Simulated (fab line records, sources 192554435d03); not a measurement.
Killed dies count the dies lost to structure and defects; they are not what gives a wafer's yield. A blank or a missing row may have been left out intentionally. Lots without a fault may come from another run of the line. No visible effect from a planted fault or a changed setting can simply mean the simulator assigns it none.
Split-lot experiment | flow n5 finfet | 7 lots, 21 wafers read, on a route of 1938 steps

SPLIT DETAILS
At N5_MOL_CONTACT_COAG_ETCH_15 (etches SiNx in CH3F/O2, stops on Si:P, target depth 7 nm), the setting source w was moved away from the recipe's 395 W on 5 of the 21 wafers read, by -15.3% to +16.3%. This setting was run at the recipe's value on the other wafers.

The split's own step is where the reading is taken.

THE READING
rf vpp V, in V, at N5_MOL_CONTACT_COAG_ETCH_15 (etches SiNx in CH3F/O2, stops on Si:P, target depth 7 nm). Fault-free wafers of this fab line usually give 301 V, standard deviation 4.6 V.

wafer  | tool, chamber at the split | source w as run, W | against the recipe | rf vpp V, V | against lot-mates on the recipe
L076.1 | rie diel-05, 3             | 395                | recipe             | 297         | -
L076.3 | rie diel-05, 2             | 395                | recipe             | 306         | -
L076.5 | rie diel-05, 2             | 395                | recipe             | 305         | -
L077.2 | rie diel-01, 2             | 395                | recipe             | 297         | -
L077.3 | rie diel-01, 1             | 459.4              | +16.3%             | 276         | -24
L077.6 | rie diel-01, 3             | 395                | recipe             | 303         | -
L078.3 | rie diel-06, 2             | 334.5              | -15.3%             | 327         | +24
L078.4 | rie diel-06, 0             | 395                | recipe             | 302         | -
L078.6 | rie diel-06, 0             | 395                | recipe             | 303         | -
L080.3 | rie diel-05, 1             | 395                | recipe             | 310         | -
L080.4 | rie diel-05, 3             | 433.8              | +9.8%              | 285         | -25
L080.5 | rie diel-05, 1             | 433.8              | +9.8%              | 297         | -13
L083.3 | rie diel-01, 0             | 395                | recipe             | 306         | -
L083.5 | rie diel-01, 0             | 395                | recipe             | 306         | -
L083.6 | rie diel-01, 2             | 395                | recipe             | 296         | -
L086.1 | rie diel-06, 0             | 395                | recipe             | 301         | -
L086.3 | rie diel-06, 2             | 395                | recipe             | 302         | -
L086.5 | rie diel-06, 1             | 395                | recipe             | 294         | -
L091.1 | rie diel-05, 0             | 395                | recipe             | 298         | -
L091.3 | rie diel-05, 3             | 371.1              | -6.1%              | 305         | +4
L091.4 | rie diel-05, 2             | 395                | recipe             | 305         | -

FIT RESULTS
A straight line over all 21 wafers: rf vpp V changes by -1.43 V for each +1% of source w; r = -0.88; the points scatter about the line by 4.8 V.
The same after taking each lot's own level away (the mean of its wafers on the recipe; 21 wafers): -1.58 V for each +1%; r = -0.92; scatter 4.1 V.
That fit puts the effect of the largest move of source w on the reading at 26 V.
From 299.0 to 310.0 V: that is the span of the lots' own levels, equal to 2.4 times the standard deviation above.
So the lot-to-lot level changes the slope little: the two slopes agree.
Check: -27.7 V against its lot-mates is what the line predicts for one of the wafers moved furthest among these (+16.3%) when that wafer is left out of the fit. It came out at -24 V against them.
Tool readings at the split's step, against how far the setting was moved: rf vpp V r = -0.88.

OTHER SPLITS APPLIED TO THESE WAFERS
These wafers also went through other splits before the reading. Each is held against what the fit with the lots' levels taken away leaves over:
other split on the same wafers   | wafers away from the commonest value | r with rf vpp V (lot level and that fit taken away)
N5_DUMMY_GATE_EXPOSE_12 dose mj  | 7                                    | +0.24
N5_SD_EPI_P_COAT_34 spin rpm     | 6                                    | +0.22
N5_SD_EPI_P_PEB_07 peb time s    | 4                                    | -0.26
N5_SD_ACTIVATION_LSA_01 temp c   | 6                                    | -0.31
N5_HKMG_FIN_HK_ALD_01 ald cycles | 7                                    | +0.16
N5_HKMG_FIN_ETCH_31 bias w       | 9                                    | +0.06

FILE'S OWN FIT
rf vpp V changes by -1.53 V for each +1% of source w, r = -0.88.
